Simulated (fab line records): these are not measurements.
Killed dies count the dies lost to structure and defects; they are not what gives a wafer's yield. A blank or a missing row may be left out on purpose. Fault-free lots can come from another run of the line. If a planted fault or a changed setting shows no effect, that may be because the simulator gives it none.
Matching of chambers    flow nand harc    4 sister chambers for NHARC_A_CHANNEL_FILL_D1_ALD_25 on ald hk-01
The step deposits SiOx, target thk 60 nm, pulse time 10 s, ald cycles 600. 20 wafers are shown with their chamber, then 10 later ones without.

== WAFERS WITH THEIR CHAMBER ==
wafer   chamber  heater power w (W)  heater power outer w (W)  precursor pulse height rel
L074.3  0        502                 281                       0.983
L074.4  1        435                 241                       0.965
L074.6  0        507                 285                       1.032
L075.3  3        414                 217                       1.028
L075.4  0        509                 286                       0.953
L075.5  2        431                 246                       1.011
L077.4  3        424                 216                       0.994
L077.1  1        444                 247                       0.978
L077.2  2        432                 239                       0.984
L078.2  0        501                 288                       1.043
L078.4  2        426                 240                       1.016
L078.6  1        439                 237                       0.981
L079.1  3        427                 216                       0.992
L079.3  1        442                 244                       0.991
L079.5  0        506                 290                       1.021
L081.1  0        515                 296                       0.986
L081.2  2        426                 238                       1.034
L081.4  3        419                 219                       1.019
L083.1  3        398                 207                       0.969
L083.4  1        441                 238                       1.014

SIGNATURES, as means of the wafers listed above
reading                     chamber 0  chamber 1  chamber 2  chamber 3  scatter within a chamber
heater power w              506.67     440.20     428.75     416.40     6.75
heater power outer w        287.67     241.40     240.75     215.00     4.5
precursor pulse height rel  1.00300    0.98580    1.01125    1.00040    0.026
Rule: a wafer's distance from a chamber is the root of the sum, over the readings, of the square of ((its reading less the chamber's mean) divided by the reading's scatter). If the next closest chamber is less than 2 further off than the closest, the wafer can't be placed; otherwise it belongs to the closest. The scatter: the root of (the sum of the squares of (reading less its chamber's mean) over the shown wafers, divided by (wafers less chambers)).

== WAFERS WHOSE CHAMBER IS MISSING ==
wafer   heater power w (W)  heater power outer w (W)  precursor pulse height rel
L083.6  423                 229                       0.972
L092.4  439                 237                       1.013
L092.5  434                 240                       0.998
L092.6  411                 226                       1.023
L095.1  411                 230                       0.991
L095.2  393                 214                       0.980
L095.6  402                 226                       1.000
L097.1  436                 243                       0.971
L097.2  509                 293                       1.029
L097.5  430                 244                       1.027

== WHICH CHAMBER EACH WENT THROUGH ==
wafer   from the rows above           in truth
L083.6  can't be placed: 2 or 3 or 1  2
L092.4  can't be placed: 1 or 2       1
L092.5  can't be placed: 2 or 1       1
L092.6  can't be placed: 3 or 2       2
L095.1  can't be placed: 3 or 2 or 1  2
L095.2  3                             3
L095.6  can't be placed: 3 or 2       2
L097.1  can't be placed: 1 or 2       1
L097.2  0                             0
L097.5  can't be placed: 2 or 1       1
Correctly placed: 2 of 10. From these rows, 8 cannot be placed; in 8 the true chamber is one of the candidates. Number placed wrongly: 0.
